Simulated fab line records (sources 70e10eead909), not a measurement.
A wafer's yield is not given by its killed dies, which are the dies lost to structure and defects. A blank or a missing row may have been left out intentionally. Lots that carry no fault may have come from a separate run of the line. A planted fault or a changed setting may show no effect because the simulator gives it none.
Comparing a struck lot with a sound one :: flow nandHarc :: 15 out of 1302 route steps
Sound: the wafers L635.1, L635.4, L635.6. Struck: wafer L652.5; the same lot's L652.4 was not struck, so it is left out; see the end for the cause.
Per side, at each step with rows, come the tool, then ch with its chambers, and then its first start. Under that, the readings that differ: sound wafers :: struck wafers :: difference of the means :: sigmas: that difference in standard deviations of wafers without a fault.
alike: readings whose means differ by less than 2 such deviations, and words and numbers that are the same on both sides. not compared: withheld readings, readings that some wafer has no value for, bounds like >300 that may hide the same value, and numbers for which the record gives no deviation and whose values overlap.
The two part at a step that has a row with sigmas, a row that says differs or no value, or rows on one side only. Numbers that don't overlap but have no deviation are shown without sigmas and don't part them. A reading that every wafer of one side lacks parts them only if that side has two wafers or more.

first, 1 step without rows for these wafers: NHARC_A_CHANNEL_HOLE_D2_STRIP_43 (strips in O2/COS).
NHARC_A_CHANNEL_HOLE_D2_ETCH_44: etches the open film in CF4/O2, target depth 140 nm, overetch 14 nm, time 77 s.
  sound on rieDiel-12 ch 0,1, day 14 00:57; struck on rieDiel-01 ch 3, day 20 21:59
reading: oesProductAu (a.u.)
sound: 0.990 0.974 0.979
struck: 1.008
difference: +0.027
sigmas: +2
  alike: drypumpMotorCurrentA, o2FlowSccm, oes_ar_750_au, rfVppV, showerheadPlenumPTorr, throttleValvePct
  not compared: rfHoursCounterH
NHARC_A_CHANNEL_HOLE_D2_STRIP_28: strips in O2.
  sound on rieDiel-12 ch 0,2; struck on rieDiel-01 ch 1
reading: oesProductAu (a.u.)
sound: 0.991 0.974 0.989
struck: 1.017
difference: +0.032
sigmas: +3

reading: throttleValvePct (%)
sound: 17.018 17.023 17.037
struck: 17.046
difference: +0.020
sigmas: +2
  alike: drypumpMotorCurrentA, o2FlowSccm, rfVppV, showerheadPlenumPTorr
  not compared: rfHoursCounterH
then, 2 steps without rows for these wafers: NHARC_A_CHANNEL_HOLE_D2_PRECLEAN_29 (cleans in SC1); NHARC_A_CHANNEL_HOLE_D2_SRD_30.
NHARC_A_CHANNEL_HOLE_D2_CD_MEAS_31:
  sound: cdSem-01 at day 14 01:44; struck: cdSem-03 at day 20 22:47
  alike: cdNm
NHARC_A_CHANNEL_HOLE_D2_XSEM_32:
  sound on xsem-02 ch 0, day 14 01:49; struck on xsem-02 ch 0, day 20 22:52
  alike: botCdNm, bowNm, tiltDeg
NHARC_A_CHANNEL_HOLE_D2_INSPECT_40:
  sound: defectInspect-02 at day 14 01:55; struck: defectInspect-01 at day 20 22:58
  alike: rawDefectCount
then, 3 steps without rows for these wafers: NHARC_A_CHANNEL_FILL_D2_PRECLEAN_00 (cleans in SC1); NHARC_A_CHANNEL_FILL_D2_SRD_01; NHARC_A_CHANNEL_FILL_D2_ALD_02 (deposits SiO2, target thk 6 nm, pulse time 10 s, ald cycles 60).
NHARC_A_CHANNEL_FILL_D2_ALD_03: deposits SiNx, target thk 6 nm, pulse time 60 s, ald cycles 58.
  sound on aldSinBatch-01 ch 0; struck on aldSinBatch-01 ch 0
  alike: chamberPressureTorr, precursorPulseHeightRel
  not compared: aldCycles, susceptorTempC
NHARC_A_CHANNEL_FILL_D2_ALD_14: deposits SiO2, target thk 2.5 nm, pulse time 10 s, ald cycles 25.
  sound on aldHk-01 ch 0,1,2, day 14 09:04; struck on aldHk-03 ch 1, day 21 05:18
reading: aldCycles
sound: 25 25 25
struck: 28
difference: +3
sigmas: 

reading: susceptorTempC (C)
sound: 299.93 299.74 299.90
struck: 300.24
difference: +0.38
sigmas: +2
  alike: heaterPowerOuterW, heaterPowerW, precursorPulseHeightRel
NHARC_A_CHANNEL_FILL_D2_ALD_15: deposits SiNx, target thk 2 nm, pulse time 60 s, ald cycles 19.
  sound on aldSinBatch-03 ch 0; struck on aldSinBatch-01 ch 0
  alike: chamberPressureTorr, precursorPulseHeightRel, susceptorTempC
  not compared: aldCycles
after that, 1 step had no rows for these wafers: NHARC_END_SORT_01.

== WHERE THEY PART ==
Earliest at NHARC_A_CHANNEL_HOLE_D2_ETCH_44; latest, in this record, at NHARC_A_CHANNEL_FILL_D2_ALD_14. Later steps at which nothing parts them and some readings are alike: NHARC_A_CHANNEL_FILL_D2_ALD_15.

WHY: what the simulator had put in
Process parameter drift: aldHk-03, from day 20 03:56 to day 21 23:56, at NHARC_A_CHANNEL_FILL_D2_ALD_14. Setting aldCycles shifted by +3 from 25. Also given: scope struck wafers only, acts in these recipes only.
